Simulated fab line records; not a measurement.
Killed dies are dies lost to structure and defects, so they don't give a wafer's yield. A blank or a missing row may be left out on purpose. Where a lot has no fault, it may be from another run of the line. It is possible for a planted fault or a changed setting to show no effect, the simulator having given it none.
fab line records	flow n5Finfet
[record] lots = 11	wafers = 33	lastDay = 17
route steps=1938 shown BEOL_M6@1254 BEOL_M7@1276
lots that met no fault: taken from a fault-free run of the same line
startH: start of the lot's first displayed wafer, in hours after the record's first day	waitH: time in hours since the lot's previous step	" same as the row above	L1.1+2: a single row standing in for several wafers	- no value present, or no start provided	* or withheld: withheld	< > ~ a bound
route shown NAME@n: NAME is a module with steps in the file, n the number in the route of the first one	usual: mean/standard deviation taken from wafers without a fault	same: alike in all rows	chamber/n: place in a boat	sites: the reading at each site	_std_site: how widely they spread, as a standard deviation	_edge_site: inner sites' mean taken away from outer sites' mean	radiusMm: how far each site lies from the wafer's centre	mask NAME#n: copy n	behind: the tool/chamber that last shaped the wafer	hold: the reason the lot was held/the length of the hold in hours/how it ended	device: whichever transistor did not switch (one of n, p or np)	end of line: the route-end tests of the same wafers	a step with no rows: only its recipe	killed: at the first sort, the dies lost to defects and structure; wafer yield is something else	map: dies across one wafer; x = killed, . = not, _ = none there
set.NAME: the run value of the setting; set.NAME@STEP: its run value at that earlier step	model.NAME: the simulator's own value behind a step, which no gauge read
a sample of lots followed through the steps of the route, with each step as a table and each wafer as a row
services: a tool's chamber out of use, with start hour (startH, from the record's first day; less than 0 if before it), hours out, and reason
[[steps]]
[step N5_BEOL_M6_SPUTTER_48]
[recipe] material = Cu	targetThkA = 100	tempC = -20	biasV = 60	powerW = 26000	chamberPressurePa = 0.13	timeS = 1.667
[usual] throttleValvePct = 29.4/1.1
lot.wafer	tool	chamber	startH	waitH	throttleValvePct
L165.1	pvdSputter-02	-	214.62	0.1	30.2
L165.2	"	-	"	"	29.8
L165.4	"	-	"	"	28.2
L166.3	pvdSputter-02	-	222.01	0.1	30.3
L166.4	"	-	"	"	28.0
L166.5	"	-	"	"	29.7
L168.2	pvdSputter-02	-	234.68	0.1	28.1
L168.3	"	-	"	"	29.5
L168.6	"	-	"	"	28.4
L167.2	pvdSputter-03	-	234.85	0.1	29.9
L167.5	"	-	"	"	30.7
L167.6	"	-	"	"	29.6
L169.1	pvdSputter-02	-	241.27	1.9	29.6
L169.2	"	-	"	"	27.9
L169.3	"	-	"	"	28.4
L173.1	pvdSputter-03	-	261.46	0.1	29.2
L173.3	"	-	"	"	30.0
L173.4	"	-	"	"	29.7
L176.2	pvdSputter-02	-	293.05	0.1	28.2
L176.3	"	-	"	"	27.9
L176.5	"	-	"	"	28.2
L178.1	pvdSputter-03	-	296.94	0.5	30.4
L178.2	"	-	"	"	29.5
L178.5	"	-	"	"	29.4
L183.1	pvdSputter-02	-	330.63	0.1	27.7
L183.2	"	-	"	"	29.6
L183.4	"	-	"	"	28.3
L181.2	pvdSputter-03	-	330.65	0.1	29.3
L181.3	"	-	"	"	29.3
L181.4	"	-	"	"	29.5
L182.2	pvdSputter-02	-	330.83	0.1	29.8
L182.4	"	-	"	"	28.2
L182.6	"	-	"	"	28.1
[step N5_BEOL_M6_DEP_56]
[recipe] material = SiCN	targetThkA = 100	tempC = withheld	precursor = 3MS/NH3	pressureTorr = 3	rfW = 202	timeS = 17.5
[usual] showerheadPlenumPTorr = 3.661/0.012	throttleValvePct = 9.0/0.53
lot.wafer	tool	chamber	startH	waitH	showerheadPlenumPTorr	sinceWetCleanH	throttleValvePct
L165.1	pecvd-02	0	215.49	0.0	3.640	1282	9.4
L165.2	"	2	"	"	3.648	528	8.9
L165.4	"	2	"	"	3.650	-	9.2
L166.3	pecvd-01	2	223.08	0.0	3.682	-	8.1
L166.4	"	1	"	"	3.655	-	9.5
L166.5	"	2	"	"	3.670	-	8.3
L168.2	pecvd-04	2	235.55	0.0	3.655	4	7.9
L168.3	"	0	"	"	3.664	758	8.7
L168.6	"	2	"	"	3.657	-	7.8
L167.2	pecvd-01	1	235.83	0.0	3.657	1846	9.2
L167.5	"	1	"	"	3.653	-	9.3
L167.6	"	0	"	"	3.667	-	9.6
L169.1	pecvd-01	0	242.18	0.0	3.651	1127	9.5
L169.2	"	2	"	"	3.670	373	8.2
L169.3	"	1	"	"	3.659	1852	9.1
L173.1	pecvd-04	0	262.42	0.0	3.671	785	9.0
L173.3	"	1	"	"	3.660	1510	8.9
L173.4	"	1	"	"	3.649	-	8.9
L176.2	pecvd-01	0	294.11	0.0	3.654	1179	9.7
L176.3	"	2	"	"	3.677	425	8.2
L176.5	"	0	"	"	3.665	-	9.5
L178.1	pecvd-04	2	297.82	0.0	3.667	66	7.9
L178.2	"	1	"	"	3.653	1545	9.1
L178.5	"	2	"	"	3.662	-	8.2
L183.1	pecvd-01	1	331.55	0.0	3.655	1942	9.2
L183.2	"	2	"	"	3.669	463	8.3
L183.4	"	1	"	"	3.656	-	9.3
L181.2	pecvd-04	0	331.78	0.0	3.666	854	9.3
L181.3	"	1	"	"	3.659	1579	9.1
L181.4	"	2	"	"	3.656	-	8.0
L182.2	pecvd-02	2	331.92	0.0	3.649	644	9.1
L182.4	"	0	"	"	3.654	-	9.4
L182.6	"	2	"	"	3.636	-	9.1
[step N5_BEOL_M7_CD_MEAS_11]
[recipe] targetCdNm = 38.5	landingEnergyEv = 500	detector = seInlens	polarity = opening
[usual] cdNm = 38.4/0.43
lot.wafer	tool	chamber	startH	waitH	cdNm
L165.1	cdSem-03	0	217.90	-	38.0
L165.2	"	0	"	"	38.1
L165.4	"	0	"	"	38.5
L166.3	cdSem-01	0	225.57	-	37.7
L166.4	"	0	"	"	38.0
L166.5	"	0	"	"	38.2
L168.2	cdSem-02	0	238.32	-	38.1
L168.3	"	0	"	"	37.8
L168.6	"	0	"	"	38.2
L167.2	cdSem-01	0	238.54	-	38.4
L167.5	"	0	"	"	37.8
L167.6	"	0	"	"	38.8
L169.1	cdSem-03	0	244.86	-	38.9
L169.2	"	0	"	"	38.6
L169.3	"	0	"	"	38.2
L173.1	cdSem-03	0	264.04	-	38.8
L173.3	"	0	"	"	38.3
L173.4	"	0	"	"	39.0
L176.2	cdSem-01	0	297.76	-	37.7
L176.3	"	0	"	"	38.1
L176.5	"	0	"	"	38.0
L178.1	cdSem-02	0	299.34	-	38.0
L178.2	"	0	"	"	38.0
L178.5	"	0	"	"	38.0
L183.1	cdSem-03	0	334.13	-	38.1
L183.2	"	0	"	"	37.8
L183.4	"	0	"	"	38.5
L181.2	cdSem-01	0	334.35	-	38.1
L181.3	"	0	"	"	38.0
L181.4	"	0	"	"	38.3
L182.2	cdSem-01	0	334.52	-	37.9
L182.4	"	0	"	"	38.8
L182.6	"	0	"	"	38.9
[step N5_BEOL_M7_ETCH_62]
[recipe] chemistry = N2/H2	target = SOC	targetDepthA = 1100	overetchA = 220	maskMaterial = SiARC	tempC = 40	timeS = 165	ionEnergyEv = 200	pressureMtorr = 30	sourceW = 840	biasW = 150	n2FlowSccm = 200	h2FlowSccm = 200
[usual] chamberPressureMTorr = 29.997/0.026	drypumpMotorCurrentA = 5.9/0.45	h2FlowSccm = 199.9/0.57	oesProductAu = 0.65/0.066	rfFwdPowerW = 837.1/2.7	rfVppV = 524/3.2	showerheadPlenumPTorr = 2.56/0.11	throttleValvePct = 18.00/0.19
lot.wafer	tool	chamber	startH	waitH	chamberPressureMTorr	drypumpMotorCurrentA	h2FlowSccm	oesProductAu	rfFwdPowerW	rfHoursCounterH	rfVppV	showerheadPlenumPTorr	throttleValvePct
L165.1	rieDiel-02	0	218.30	0.0	30.000	6.2	200.6	0.61	840.3	191	522	2.42	18.00
L165.2	"	2	"	"	29.998	5.3	199.7	0.64	835.2	150	527	2.65	17.93
L165.4	"	1	"	"	30.002	5.4	199.8	0.62	836.1	-	527	2.63	17.88
L166.3	rieDiel-05	3	225.84	0.0	29.973	6.6	199.8	0.63	836.5	188	527	2.62	18.31
L166.4	"	1	"	"	29.978	6.2	199.9	0.65	836.9	133	520	2.35	18.02
L166.5	"	1	"	"	30.004	6.2	199.8	0.65	837.3	-	519	2.35	18.04
L168.2	rieDiel-05	3	238.60	0.0	29.994	6.6	200.5	0.63	836.8	192	525	2.62	18.31
L168.3	"	2	"	"	29.975	6.1	200.1	0.60	839.1	234	527	2.62	17.95
L168.6	"	1	"	"	30.036	6.2	200.0	0.66	837.8	-	517	2.34	18.03
L167.2	rieDiel-05	3	238.86	0.0	30.090	6.6	199.1	0.63	835.5	192	525	2.62	18.31
L167.5	"	1	"	"	29.954	6.2	201.2	0.65	835.2	-	518	2.35	18.04
L167.6	"	2	"	"	29.970	6.1	200.1	0.60	837.2	-	526	2.62	17.97
L169.1	rieDiel-05	1	245.04	0.0	30.020	6.2	199.9	0.65	833.7	138	519	2.34	18.04
L169.2	"	0	"	"	29.986	5.5	200.3	0.63	838.1	190	527	2.64	17.92
L169.3	"	3	"	"	30.024	6.6	200.3	0.63	838.8	193	527	2.62	18.31
L173.1	rieDiel-05	2	264.49	0.0	29.965	6.1	199.9	0.59	841.0	242	526	2.61	17.96
L173.3	"	0	"	"	30.019	5.5	200.4	0.63	840.7	195	527	2.64	17.95
L173.4	"	1	"	"	30.001	6.2	200.0	0.64	833.3	143	519	2.34	18.05
L176.2	rieDiel-05	0	297.94	0.0	29.976	5.6	200.5	0.61	1038.6	205	490	2.63	17.96
L176.3	"	3	"	"	30.030	6.6	199.1	0.62	1042.1	210	489	2.61	18.34
L176.5	"	0	"	"	30.039	5.5	199.9	0.63	1037.5	-	491	2.63	17.93
L178.1	rieDiel-05	0	299.52	0.0	30.022	5.5	199.6	0.61	1038.4	206	491	2.63	17.95
L178.2	"	1	"	"	30.027	6.2	198.9	0.64	1032.2	154	482	2.34	18.08
L178.5	"	0	"	"	30.006	5.5	200.2	0.61	1038.4	-	488	2.63	17.95
L183.1	rieDiel-06	3	334.31	0.0	29.972	5.6	199.9	0.82	836.8	10	525	2.61	17.96
L183.2	"	2	"	"	30.027	5.9	199.7	0.77	835.0	27	525	2.60	17.75
L183.4	"	2	"	"	30.012	5.9	199.1	0.77	835.1	-	525	2.60	17.75
L181.2	rieDiel-02	1	334.85	0.0	29.994	5.5	200.0	0.60	835.8	240	526	2.62	17.92
L181.3	"	0	"	"	29.999	6.2	199.7	0.59	840.8	229	520	2.40	18.08
L181.4	"	1	"	"	29.939	5.4	201.0	0.60	839.8	-	527	2.62	17.97
L182.2	rieDiel-02	1	335.10	0.0	30.001	5.5	198.9	0.60	833.3	240	525	2.61	17.95
L182.4	"	1	"	"	30.071	5.5	199.3	0.60	832.8	-	527	2.61	17.96
L182.6	"	0	"	"	29.976	6.2	201.3	0.59	831.4	-	520	2.40	18.06
[[services]]
tool	chamber	startH	hours	kind
pecvd-04	2	191.04	2.1	scheduledDown
pecvd-04	2	202.38	-	clean
pecvd-04	2	202.38	-	consumableReplace:showerhead
pecvd-04	2	202.38	29.0	scheduledDown
pecvd-04	2	202.38	29.0	ventCycle
rieDiel-06	2	212.43	-	clean
rieDiel-06	2	212.43	-	consumableReplace:focusRing
rieDiel-06	2	212.43	23.1	scheduledDown
rieDiel-06	2	212.43	23.1	ventCycle
pecvd-04	-	217.65	0.6	repair
pecvd-01	0	220.69	5.0	repair
pecvd-02	-	229.09	14.6	pm
pecvd-02	2	248.58	19.8	repair
rieDiel-02	3	265.75	4.8	repair
rieDiel-06	3	283.42	-	clean
rieDiel-06	3	283.42	-	consumableReplace:focusRing
rieDiel-05	2	290.86	-	clean
rieDiel-05	2	290.86	-	consumableReplace:focusRing
rieDiel-05	2	290.86	36.0	scheduledDown
rieDiel-05	2	290.86	36.0	ventCycle
rieDiel-06	0	294.17	6.8	repair
pecvd-04	0	295.90	4.6	repair
pvdSputter-02	-	306.31	3.3	repair
rieDiel-02	2	312.93	29.5	repair
[[key]]
[firstSign] step = N5_BEOL_M7_ETCH_62	reading = rfFwdPowerW	direction = up	sigmas = 74	usual = *	struck = *
[effect] step = N5_BEOL_M7_ETCH_62	reading = rfVppV	direction = down	sigmas = 11	usual = 524	struck = 489
metAt N5_BEOL_M7_ETCH_62
struckLots L176,L178
notActingAt N5_BEOL_M6_SPUTTER_48,N5_BEOL_M6_DEP_56,N5_BEOL_M7_CD_MEAS_11
onsetBetween 264.49 297.94
[fault] kind = processParameterDrift	tool = rieDiel-05	chamber = -	onsetH = 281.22	steps = N5_BEOL_M7_ETCH_62	channel = sourceW	offset = 201.6	shape = step	endH = 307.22	actsIn = theseRecipesOnly	stated = 840
